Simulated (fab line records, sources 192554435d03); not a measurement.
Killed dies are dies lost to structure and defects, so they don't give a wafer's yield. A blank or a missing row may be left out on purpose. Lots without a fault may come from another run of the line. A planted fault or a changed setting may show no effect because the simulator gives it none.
fab line records | flow n5_finfet | part 1 of 2: steps 1 to 4 of 6
record lots=23 wafers=69 last_day=19
route steps=1938 shown FIN_SAQP@134 FIN_CUT@177 STI_FIN_REVEAL@191
lots that met no fault: from a run of the same line without faults
start_h: hours from the record's first day to the start of the lot's first wafer shown | wait_h: hours since the lot's step before | " the same as in the row above | L1.1+2: a row that stands for several wafers | - no value, or no start given | * or withheld: withheld | < > ~ a bound
route shown NAME@n: a module of which the file shows steps, and the number in the route of the first | usual: mean/standard deviation of fault-free wafers | same: alike in all rows | chamber/n: place in a boat | sites: the reading at each site | _std_site: their standard deviation | _edge_site: outer sites' mean less inner sites' | radius_mm: how far each site lies from the wafer's centre | mask NAME#n: copy n | behind: the tool/chamber that last shaped the wafer | hold: why the lot was held/for how many hours/how that ended | device: the transistor (n, p or np) that didn't switch | end of line: the same wafers' tests at the end of the route | a step without rows: its recipe alone | killed: dies lost to structure and defects at the first sort, not the wafer's yield | map: a wafer's dies, x killed, . not, _ none there
set.NAME: the setting as run; set.NAME@STEP: as run at that earlier step | model.NAME: the simulator's own value behind a step, which no gauge read
steps of the route over a sample of lots; a table a step, a row a wafer
services: from which hour (start_h, from the record's first day; less than 0 if before it) a tool's chamber was out of use, for how many hours, and why
## steps
# step N5_FIN_SAQP_ETCH_69
# recipe chemistry=N2/H2 target=SOC target_depth_a=1500 stop_on=SiNx ion_energy_ev=100 bias_w=61 pressure_mtorr=30 source_w=850 n2_flow_sccm=200 h2_flow_sccm=200
# usual drypump_motor_current_A=5.5/0.43 n2_flow_sccm=199.9/0.56 oes_product_au=0.75/0.08 rf_vpp_V=240.6/1.3 showerhead_plenum_p_Torr=2.54/0.089 throttle_valve_pct=17.81/0.24
# columns lot.wafer tool chamber start_h wait_h drypump_motor_current_A n2_flow_sccm oes_product_au rf_hours_counter_h rf_vpp_V showerhead_plenum_p_Torr throttle_valve_pct
L074.2 rie_diel-03 2 24.45 - 5.2 200.1 0.76 129 238.7 2.43 17.80
L074.3 " 1 " " 5.8 199.4 0.69 166 239.8 2.53 17.58
L074.5 " 0 " " 5.0 199.6 0.69 - 241.7 2.58 17.88
L075.3 rie_diel-04 0 30.91 - 5.8 199.6 0.73 157 242.5 2.67 17.85
L075.4 " 3 " " 6.0 201.0 0.71 - 242.6 2.64 18.12
L075.6 " 1 " " 5.7 200.5 0.79 - 240.6 2.57 17.91
L076.1 rie_diel-02 3 43.08 - 5.7 200.0 0.70 216 241.5 2.48 17.59
L076.5 " 1 " " 5.5 200.6 0.71 - 240.0 2.54 18.19
L076.6 " 2 " " 5.2 200.1 0.82 - 242.9 2.66 17.45
L078.2 rie_diel-04 1 48.80 - 5.7 200.0 0.78 131 241.5 2.57 17.93
L078.3 " 3 " " 6.0 200.4 0.70 220 240.9 2.64 18.13
L078.6 " 3 " " 6.0 200.6 0.71 - 240.9 2.64 18.11
L079.1 rie_diel-03 2 56.12 - 5.3 200.6 0.75 141 237.4 2.43 17.82
L079.2 " 1 " " 5.8 200.1 0.68 178 240.4 2.53 17.59
L079.3 " 3 " " 4.9 200.0 0.69 228 240.9 2.40 17.98
L080.1 rie_diel-04 1 61.24 - 5.7 200.1 0.77 138 240.6 2.56 17.92
L080.3 " 1 " " 5.7 199.6 0.78 - 239.0 2.56 17.93
L080.4 " 3 " " 6.0 199.9 0.69 - 242.2 2.63 18.14
L081.1 rie_diel-04 0 67.67 - 5.8 200.2 0.72 172 242.5 2.67 17.89
L081.2 " 3 " " 6.0 201.2 0.69 230 241.6 2.63 18.14
L081.4 " 0 " " 5.8 199.8 0.72 - 241.3 2.67 17.89
L082.1 rie_diel-03 1 73.21 - 5.8 200.3 0.67 184 240.5 2.52 17.60
L082.2 " 3 " " 4.8 199.8 0.69 234 239.1 2.40 17.98
L082.5 " 0 " " 5.0 199.3 0.93 - 241.9 2.58 17.45
L083.1 rie_diel-03 1 79.77 - 5.8 200.4 0.67 186 238.9 2.52 17.60
L083.2 " 3 " " 4.9 199.7 0.68 235 238.1 2.40 17.99
L083.5 " 0 " " 5.0 199.9 0.92 - 242.4 2.58 17.44
L084.2 rie_diel-02 3 86.55 - 5.7 199.8 0.69 233 241.2 2.48 17.61
L084.4 " 3 " " 5.7 199.2 0.69 - 240.6 2.48 17.63
L084.6 " 2 " " 5.2 199.7 0.79 - 242.8 2.66 17.49
L085.3 rie_diel-03 2 90.67 - 5.3 199.7 0.74 152 239.1 2.42 17.84
L085.5 " 0 " " 5.0 200.1 0.90 - 241.1 2.58 17.45
L085.6 " 1 " " 5.8 199.3 0.67 - 240.0 2.52 17.61
L086.1 rie_diel-03 2 98.46 - 5.2 199.6 0.74 154 238.7 2.42 17.83
L086.2 " 3 " " 4.9 199.7 0.68 240 237.4 2.40 18.02
L086.4 " 0 " " 5.0 200.2 0.91 12 241.3 2.57 17.45
L087.4 rie_diel-03 3 103.31 - 4.9 200.0 0.68 241 238.9 2.40 18.00
L087.5 " 3 " " 4.9 198.9 0.68 - 238.2 2.40 18.01
L087.6 " 2 " " 5.3 200.1 0.74 - 238.1 2.42 17.84
L088.1 rie_diel-04 1 109.63 - 5.7 201.0 0.76 157 241.5 2.56 17.95
L088.2 " 2 " " 6.2 201.2 0.68 244 240.1 2.39 17.93
L088.4 " 3 " " 6.0 199.9 0.69 246 241.6 2.63 18.18
L089.1 rie_diel-03 1 115.33 - 5.9 199.4 0.66 199 239.9 2.52 17.63
L089.3 " 0 " " 5.0 199.8 0.88 19 240.5 2.57 17.46
L089.5 " 3 " " 4.9 200.3 0.68 - 240.3 2.40 18.00
L090.1 rie_diel-03 0 122.07 - 5.0 200.3 0.88 22 242.0 2.57 17.46
L090.2 " 3 " " 4.9 200.3 0.67 247 239.6 2.40 18.01
L090.4 " 3 " " 4.8 200.1 0.67 - 238.1 2.40 18.01
L091.1 rie_diel-03 3 127.62 - 4.8 200.2 0.67 248 239.4 2.40 18.02
L091.3 " 0 " " 5.0 200.1 0.87 23 239.9 2.57 17.47
L091.6 " 3 " " 4.9 199.9 0.67 - 239.3 2.40 18.01
L092.3 rie_diel-03 3 132.99 - 4.9 200.6 0.68 250 238.2 2.39 18.02
L092.4 " 2 " " 5.2 201.3 0.73 165 240.5 2.42 17.87
L092.5 " 0 " " 5.0 199.6 0.87 - 240.4 2.57 17.47
L093.1 rie_diel-03 2 140.76 - 5.2 200.1 0.73 168 240.8 2.42 17.87
L093.3 " 1 " " 5.8 199.5 0.66 207 240.4 2.51 17.63
L093.5 " 2 " " 5.2 199.7 0.74 - 239.3 2.42 17.86
L094.1 rie_diel-02 0 145.42 - 6.3 200.5 0.82 66 240.4 2.55 17.75
L094.2 " 1 " " 5.5 199.9 0.69 233 239.4 2.53 18.26
L094.5 " 0 " " 6.3 200.3 0.83 - 241.4 2.55 17.74
L095.1 rie_diel-02 2 150.51 - 5.2 199.1 0.77 110 241.6 2.65 17.53
L095.5 " 1 " " 5.5 200.4 0.68 - 239.7 2.53 18.25
L095.6 " 2 " " 5.2 199.1 0.77 - 240.8 2.65 17.53
L096.3 rie_diel-04 3 157.81 - 6.0 199.3 0.92 12 241.2 2.62 17.80
L096.5 " 1 " " 5.7 201.3 0.75 - 240.5 2.55 17.99
L096.6 " 0 " " 5.8 200.0 0.70 - 241.2 2.65 17.93
L097.1 rie_diel-04 0 164.40 - 5.8 201.0 0.69 209 241.6 2.65 17.95
L097.3 " 1 " " 5.7 199.8 0.75 175 238.9 2.55 17.99
L097.5 " 3 " " 6.0 200.6 0.91 - 242.4 2.62 17.79
# step N5_FIN_SAQP_CD_MEAS_31
# recipe target_cd_nm=8 landing_energy_ev=1000 detector=se_inlens polarity=line
# usual cd_nm=8.08/0.2
# columns lot.wafer tool chamber start_h wait_h cd_nm
L074.2 cd_sem-03 0 25.28 0.1 8.05
L074.3 " 0 " " 7.97
L074.5 " 0 " " 8.11
L075.3 cd_sem-02 0 31.74 0.1 7.81
L075.4 " 0 " " 8.40
L075.6 " 0 " " 8.21
L076.1 cd_sem-03 0 43.91 0.1 7.75
L076.5 " 0 " " 7.72
L076.6 " 0 " " 8.15
L078.2 cd_sem-01 0 49.73 0.1 8.38
L078.3 " 0 " " 7.98
L078.6 " 0 " " 8.03
L079.1 cd_sem-02 0 57.01 0.1 8.07
L079.2 " 0 " " 7.95
L079.3 " 0 " " 8.24
L080.1 cd_sem-03 0 62.14 0.1 8.28
L080.3 " 0 " " 8.17
L080.4 " 0 " " 8.17
L081.1 cd_sem-03 0 68.53 0.1 7.91
L081.2 " 0 " " 8.52
L081.4 " 0 " " 8.45
L082.1 cd_sem-01 0 74.08 0.1 7.81
L082.2 " 0 " " 8.04
L082.5 " 0 " " 8.12
L083.1 cd_sem-03 0 80.60 0.1 7.93
L083.2 " 0 " " 7.86
L083.5 " 0 " " 7.93
L084.2 cd_sem-03 0 87.38 0.1 8.16
L084.4 " 0 " " 7.88
L084.6 " 0 " " 8.13
L085.3 cd_sem-01 0 94.16 0.1 7.82
L085.5 " 0 " " 8.27
L085.6 " 0 " " 8.21
L086.1 cd_sem-01 0 99.31 0.1 8.14
L086.2 " 0 " " 8.01
L086.4 " 0 " " 7.98
L087.4 cd_sem-03 0 104.14 0.1 7.86
L087.5 " 0 " " 8.19
L087.6 " 0 " " 8.20
L088.1 cd_sem-02 0 110.50 0.1 8.08
L088.2 " 0 " " 8.09
L088.4 " 0 " " 8.08
L089.1 cd_sem-02 0 117.09 0.1 8.19
L089.3 " 0 " " 8.16
L089.5 " 0 " " 7.99
L090.1 cd_sem-03 0 122.91 0.1 8.30
L090.2 " 0 " " 8.13
L090.4 " 0 " " 8.23
L091.1 cd_sem-01 0 128.44 0.1 8.32
L091.3 " 0 " " 7.98
L091.6 " 0 " " 7.93
L092.3 cd_sem-01 0 134.38 0.1 8.26
L092.4 " 0 " " 7.84
L092.5 " 0 " " 8.15
L093.1 cd_sem-03 0 141.92 0.1 8.46
L093.3 " 0 " " 8.32
L093.5 " 0 " " 8.43
L094.1 cd_sem-03 0 146.44 0.1 8.40
L094.2 " 0 " " 8.10
L094.5 " 0 " " 8.07
L095.1 cd_sem-01 0 151.91 0.1 8.03
L095.5 " 0 " " 7.73
L095.6 " 0 " " 8.00
L096.3 cd_sem-02 0 158.65 0.1 8.10
L096.5 " 0 " " 7.74
L096.6 " 0 " " 7.87
L097.1 cd_sem-02 0 165.30 0.1 7.64
L097.3 " 0 " " 7.92
L097.5 " 0 " " 8.07
# step N5_FIN_SAQP_ETCH_64
# recipe chemistry=CF4 target=SiO2 target_depth_a=15 ion_energy_ev=350 pressure_mtorr=10 icp_w=800 bias_w=400 cf4_flow_sccm=80
# usual drypump_motor_current_A=5.7/0.5 oes_product_au=0.996/0.025 throttle_valve_pct=21.7/0.47
# columns lot.wafer tool chamber start_h wait_h drypump_motor_current_A oes_product_au rf_hours_counter_h throttle_valve_pct
L074.2 rie_si-01 1 25.59 0.0 4.6 0.973 176 21.6
L074.3 " 0 " " 5.6 0.984 6 21.7
L074.5 " 2 " " 6.3 0.982 - 21.0
L075.3 rie_si-03 3 32.05 0.0 6.3 0.984 13 22.1
L075.4 " 3 " " 6.3 0.986 - 22.1
L075.6 " 2 " " 5.7 0.997 - 22.0
L076.1 rie_si-03 2 44.38 0.0 5.7 0.999 170 22.1
L076.5 " 3 " " 6.3 0.975 - 22.0
L076.6 " 1 " " 5.5 0.960 - 21.1
L078.2 rie_si-01 2 50.05 0.0 6.4 0.992 32 21.0
L078.3 " 1 " " 4.6 0.985 177 21.6
L078.6 " 0 " " 5.6 0.984 - 21.7
L079.1 rie_si-04 0 57.42 0.0 5.1 1.031 124 21.8
L079.2 " 3 " " 5.8 0.992 106 22.3
L079.3 " 2 " " 6.4 1.032 85 21.3
L080.1 rie_si-01 2 62.45 0.0 6.4 0.986 32 20.9
L080.3 " 3 " " 5.6 0.966 82 22.5
L080.4 " 1 " " 4.6 0.973 177 21.6
L081.1 rie_si-01 1 68.85 0.0 4.6 0.979 177 21.6
L081.2 " 3 " " 5.6 0.956 82 22.4
L081.4 " 2 " " 6.4 0.992 32 21.0
L082.1 rie_si-04 3 74.39 0.0 5.8 1.002 106 22.3
L082.2 " 0 " " 5.0 1.035 124 21.8
L082.5 " 3 " " 5.7 0.995 - 22.3
L083.1 rie_si-01 3 80.94 0.0 5.6 0.981 83 22.4
L083.2 " 0 " " 5.6 0.986 7 21.7
L083.5 " 1 " " 4.6 0.986 - 21.6
L084.2 rie_si-01 2 87.69 0.0 6.4 0.991 33 20.9
L084.4 " 3 " " 5.6 0.975 83 22.5
L084.6 " 2 " " 6.4 0.994 - 21.0
L085.3 rie_si-01 3 94.47 0.0 5.6 0.980 83 22.5
L085.5 " 2 " " 6.4 0.994 - 20.9
L085.6 " 3 " " 5.6 0.982 - 22.5
L086.1 rie_si-01 1 99.66 0.0 4.6 0.989 178 21.6
L086.2 " 2 " " 6.4 0.996 33 21.0
L086.4 " 0 " " 5.6 0.983 7 21.7
L087.4 rie_si-04 0 104.45 0.0 5.0 1.060 125 21.8
L087.5 " 2 " " 6.4 1.048 - 21.3
L087.6 " 3 " " 5.8 0.999 - 22.3
L088.1 rie_si-01 0 110.84 0.0 5.6 0.984 7 21.7
L088.2 " 2 " " 6.4 1.002 33 21.0
L088.4 " 1 " " 4.6 0.982 178 21.6
L089.1 rie_si-04 3 117.53 0.0 5.8 0.996 107 22.2
L089.3 " 2 " " 6.4 1.031 86 21.3
L089.5 " 1 " " 5.5 1.013 - 21.8
L090.1 rie_si-03 3 123.22 0.0 6.3 0.988 15 22.1
L090.2 " 0 " " 5.5 1.030 1 21.4
L090.4 " 2 " " 5.7 0.995 172 22.0
L091.1 rie_si-03 2 128.76 0.0 5.7 1.003 172 22.0
L091.3 " 1 " " 5.5 0.972 36 21.1
L091.6 " 1 " " 5.5 0.971 - 21.1
L092.3 rie_si-03 2 134.69 0.0 5.7 1.006 172 22.0
L092.4 " 1 " " 5.5 0.970 36 21.1
L092.5 " 1 " " 5.5 0.966 - 21.1
L093.1 rie_si-03 2 142.27 0.0 5.7 1.000 172 22.0
L093.3 " 0 " " 5.5 1.027 2 21.4
L093.5 " 1 " " 5.5 0.963 - 21.1
L094.1 rie_si-03 1 146.91 0.0 5.5 0.958 36 21.1
L094.2 " 0 " " 5.5 1.039 2 21.4
L094.5 " 1 " " 5.5 0.960 - 21.1
L095.1 rie_si-03 0 152.46 0.0 5.5 1.023 2 21.4
L095.5 " 3 " " 6.3 1.002 - 22.1
L095.6 " 0 " " 5.5 1.039 - 21.4
L096.3 rie_si-04 2 158.96 0.0 6.4 1.039 87 21.3
L096.5 " 2 " " 6.4 1.042 - 21.3
L096.6 " 3 " " 5.7 1.005 - 22.2
L097.1 rie_si-04 2 165.61 0.0 6.4 1.031 87 21.3
L097.3 " 3 " " 5.8 0.997 107 22.3
L097.5 " 1 " " 5.5 1.021 - 21.8
# step N5_FIN_CUT_CUT_ETCH_28
# recipe chemistry=HBr/Cl2/O2 target=Si target_depth_a=60 mask_material=SOC time_s=2.4 ion_energy_ev=* bias_w=* pressure_mtorr=10 icp_w=800 HBr_flow_sccm=150 Cl2_flow_sccm=80 O2_flow_sccm=12
# usual O2_flow_sccm=12.01/0.032 drypump_motor_current_A=5.5/0.34 oes_product_au=0.994/0.014 throttle_valve_pct=37.2/0.51
# same time_s=2.4
# columns lot.wafer tool chamber start_h wait_h O2_flow_sccm drypump_motor_current_A oes_product_au rf_hours_counter_h throttle_valve_pct
L074.2 rie_si-02 0 27.18 0.0 11.99 5.4 1.011 121 37.3
L074.3 " 1 " " 12.03 5.7 1.014 93 37.4
L074.5 " 0 " " 12.01 5.5 1.012 - 37.3
L075.3 rie_si-05 0 33.83 0.0 12.04 5.2 0.983 159 37.1
L075.4 " 3 " " 11.98 5.5 0.967 143 37.1
L075.6 " 3 " " 12.05 5.5 0.971 - 37.1
L076.1 rie_si-05 0 45.98 0.0 11.96 5.2 0.981 160 37.1
L076.5 " 3 " " 11.96 5.5 0.976 - 37.1
L076.6 " 0 " " 11.95 5.2 0.982 - 37.1
L078.2 rie_si-05 3 51.68 0.0 12.02 5.5 0.978 144 37.1
L078.3 " 1 " " 12.05 5.8 0.997 148 37.7
L078.6 " 0 " " 12.02 5.2 0.981 - 37.1
L079.1 rie_si-05 0 58.80 0.0 11.98 5.2 0.978 160 37.1
L079.2 " 3 " " 11.93 5.5 0.972 144 37.1
L079.3 " 2 " " 11.96 5.3 1.009 77 36.5
L080.1 rie_si-06 2 63.83 0.0 11.97 5.4 0.987 142 37.2
L080.3 " 0 " " 12.05 5.8 0.988 107 36.2
L080.4 " 3 " " 12.04 5.1 1.007 150 37.2
L081.1 rie_si-06 3 70.36 0.0 11.99 5.1 1.014 150 37.2
L081.2 " 2 " " 11.98 5.4 0.984 142 37.2
L081.4 " 1 " " 12.00 5.4 0.970 175 37.1
L082.1 rie_si-05 3 76.02 0.1 11.95 5.5 0.981 144 37.1
L082.2 " 1 " " 12.00 5.9 0.993 149 37.7
L082.5 " 1 " " 11.92 5.8 1.002 - 37.7
L083.1 rie_si-05 0 84.03 0.0 12.00 5.2 0.982 160 37.1
L083.2 " 2 " " 12.05 5.3 1.011 77 36.5
L083.5 " 3 " " 12.02 5.5 0.980 - 37.1
L084.2 rie_si-02 1 89.34 0.0 12.00 5.7 1.010 94 37.4
L084.4 " 2 " " 12.02 5.7 1.009 - 38.3
L084.6 " 1 " " 11.98 5.7 1.012 - 37.4
L085.3 rie_si-02 0 96.22 0.0 12.02 5.5 1.006 123 37.3
L085.5 " 0 " " 12.01 5.5 1.005 - 37.3
L085.6 " 2 " " 12.03 5.7 1.002 - 38.3
L086.1 rie_si-05 1 101.04 0.0 12.02 5.8 1.000 149 37.7
L086.2 " 2 " " 12.02 5.3 1.012 78 36.5
L086.4 " 3 " " 12.03 5.5 0.976 145 37.1
L087.4 rie_si-06 2 105.95 0.0 11.99 5.4 0.984 143 37.2
L087.5 " 1 " " 12.03 5.4 0.975 - 37.1
L087.6 " 0 " " 12.00 5.8 0.995 - 36.2
L088.1 rie_si-05 1 112.35 0.0 12.05 5.8 0.993 150 37.7
L088.2 " 3 " " 11.97 5.5 0.977 145 37.1
L088.4 " 2 " " 12.01 5.3 1.007 78 36.5
L089.1 rie_si-02 2 119.04 0.0 11.97 5.7 1.010 67 38.3
L089.3 " 3 " " 12.03 6.6 1.004 1 37.6
L089.5 " 2 " " 11.99 5.7 1.017 - 38.3
L090.1 rie_si-06 0 124.73 0.0 11.98 5.8 0.996 108 36.2
L090.2 " 2 " " 12.01 5.4 0.975 143 37.2
L090.4 " 3 " " 11.98 5.0 0.999 151 37.2
L091.1 rie_si-06 1 130.26 0.0 12.02 5.4 0.973 176 37.1
L091.3 " 0 " " 12.01 5.8 0.984 108 36.2
L091.6 " 0 " " 12.04 5.8 0.996 - 36.2
L092.3 rie_si-05 1 136.19 0.0 12.03 5.8 0.993 150 37.7
L092.4 " 0 " " 12.01 5.2 0.987 161 37.1
L092.5 " 2 " " 11.97 5.3 1.003 - 36.5
L093.1 rie_si-06 1 143.65 0.0 11.97 5.4 0.979 176 37.1
L093.3 " 0 " " 12.00 5.8 1.000 108 36.2
L093.5 " 3 " " 12.05 5.1 1.010 - 37.2
L094.1 rie_si-06 2 148.32 0.0 11.94 5.5 0.979 143 37.2
L094.2 " 0 " " 12.08 5.8 1.005 108 36.2
L094.5 " 1 " " 12.00 5.5 0.973 - 37.1
L095.1 rie_si-02 0 153.89 0.0 12.03 5.5 1.004 124 37.3
L095.5 " 3 " " 12.02 6.6 0.999 - 37.6
L095.6 " 0 " " 12.04 5.5 1.007 - 37.3
L096.3 rie_si-05 0 160.76 0.0 12.06 5.2 0.981 162 37.1
L096.5 " 3 " " 12.07 5.5 0.980 - 37.1
L096.6 " 2 " " 12.02 5.3 1.017 - 36.5
L097.1 rie_si-05 3 167.19 0.0 12.00 5.5 0.977 146 37.1
L097.3 " 1 " " 11.97 5.8 0.992 151 37.7
L097.5 " 2 " " 11.99 5.3 1.012 - 36.5
